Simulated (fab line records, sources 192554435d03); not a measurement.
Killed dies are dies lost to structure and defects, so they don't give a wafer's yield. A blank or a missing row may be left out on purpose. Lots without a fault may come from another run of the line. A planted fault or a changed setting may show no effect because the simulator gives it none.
Chamber matching | flow n5_finfet | N5_DUMMY_GATE_ETCH_44 on rie_si-02: 4 sister chambers
The step etches poly-Si in HBr/O2, stops on SiO2, target depth 127.5 nm. 4 wafers are shown with their chamber, then 7 later ones without.

WAFERS WITH THEIR CHAMBER
wafer  | chamber | drypump_motor_current_A (A)
L566.1 | 3       | 6.6
L566.4 | 0       | 6.0
L576.2 | 2       | 6.1
L576.3 | 1       | 6.1

WAFERS WITHOUT THEIR CHAMBER
wafer  | drypump_motor_current_A (A)
L576.4 | 6.0
L577.1 | 6.7
L577.2 | 6.1
L577.6 | 6.1
L579.4 | 6.7
L579.5 | 6.0
L579.6 | 6.7

WHICH CHAMBER EACH WENT THROUGH
wafer  | from the rows above          | in truth
L576.4 | can't be placed: 0 or 1 or 2 | 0
L577.1 | 3                            | 3
L577.2 | can't be placed: 1 or 2 or 0 | 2
L577.6 | can't be placed: 1 or 2 or 0 | 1
L579.4 | 3                            | 3
L579.5 | can't be placed: 0 or 1 or 2 | 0
L579.6 | 3                            | 3
Placed correctly: 3 of 7. Can't be placed from these rows: 4 (the true chamber is among the candidates in 4). Placed wrongly: 0.
How it was worked out, from the rows above alone: a wafer's distance from a chamber is the root of the sum, over the readings, of the square of ((its reading less the chamber's mean) divided by the reading's scatter). The wafer belongs to the nearest chamber; if the next one is less than 2 further off, it can't be placed. A chamber's mean is the mean of its shown wafers. The scatter: with one shown wafer a chamber, the root of the mean of the squares of how far each hidden wafer lies from its nearest shown one.
